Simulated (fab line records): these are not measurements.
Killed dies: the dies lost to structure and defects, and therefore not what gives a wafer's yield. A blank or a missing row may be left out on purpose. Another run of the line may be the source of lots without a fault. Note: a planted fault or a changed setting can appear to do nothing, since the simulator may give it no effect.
Which of the tools did it?	flow n5-finfet	Sampling: 10 lots, 30 wafers, 2 of 1938 route steps

== WHAT THE GAUGES READ, wafer by wafer ==
N5_BEOL_M2_THK_MEAS_53: measures by xrf.
lot	measured	on	M2_THK (nm)
L979	day 6 16:59	film-metro-02	42.4 39.7 43.9
L980	day 7 02:46	film-metro-02	40.7 39.1 39.7
L981	day 7 12:59	film-metro-01	38.4 36.6 38.8
L985	day 8 16:34	film-metro-02	39.2 41.7 38.8
L990	day 9 14:51	film-metro-02	41.6 40.3 42.1
L991	day 10 18:38	film-metro-01	41.1 41.3 40.8
L996	day 11 01:54	film-metro-01	41.8 41.7 39.3
L998	day 11 10:44	film-metro-01	41.7 40.3 41.7
L101	day 12 20:11	film-metro-02	39.5 38.3 37.5
L102	day 13 02:22	film-metro-01	43.6 41.4 44.1

== WHAT TOOL EACH LOT RAN ON (gives the tool, then ch and the chambers of the sampled wafers, and finally the start) ==
lot	N5_BEOL_M2_ANNEAL_91
L979	pvd-sputter-03, day 6 15:37
L980	pvd-sputter-03, day 7 01:08
L981	pvd-sputter-01, day 7 11:36
L985	pvd-sputter-01, day 8 15:11
L990	pvd-sputter-01, day 9 13:20
L991	pvd-sputter-02, day 10 16:21
L996	pvd-sputter-03, day 11 00:32
L998	pvd-sputter-01, day 11 09:22
L101	pvd-sputter-02, day 12 18:49
L102	pvd-sputter-01, day 13 01:00
- N5_BEOL_M2_ANNEAL_91: time 240 s.

== THE ANSWER, worked out from the rows above alone ==
Rule: the usual values come from the lots themselves. Put in order of their means at a reading, lots are off if they are a third of the lots or fewer, leave a main group of 4 or more, and stand apart from it by a gap of 3 or more times the standard deviation of the main group's means; of several such gaps the widest counts. A main group is skipped when, at the precision printed for the reading in the tables above, its means are all equal. A lot without any number at a reading at which 4 lots or more have one is off too. All remaining lots with rows at the step are treated as sound.
No lot is off at any reading shown: from this, nothing can be told.

== WHAT WAS PUT IN BY THE SIMULATOR ==
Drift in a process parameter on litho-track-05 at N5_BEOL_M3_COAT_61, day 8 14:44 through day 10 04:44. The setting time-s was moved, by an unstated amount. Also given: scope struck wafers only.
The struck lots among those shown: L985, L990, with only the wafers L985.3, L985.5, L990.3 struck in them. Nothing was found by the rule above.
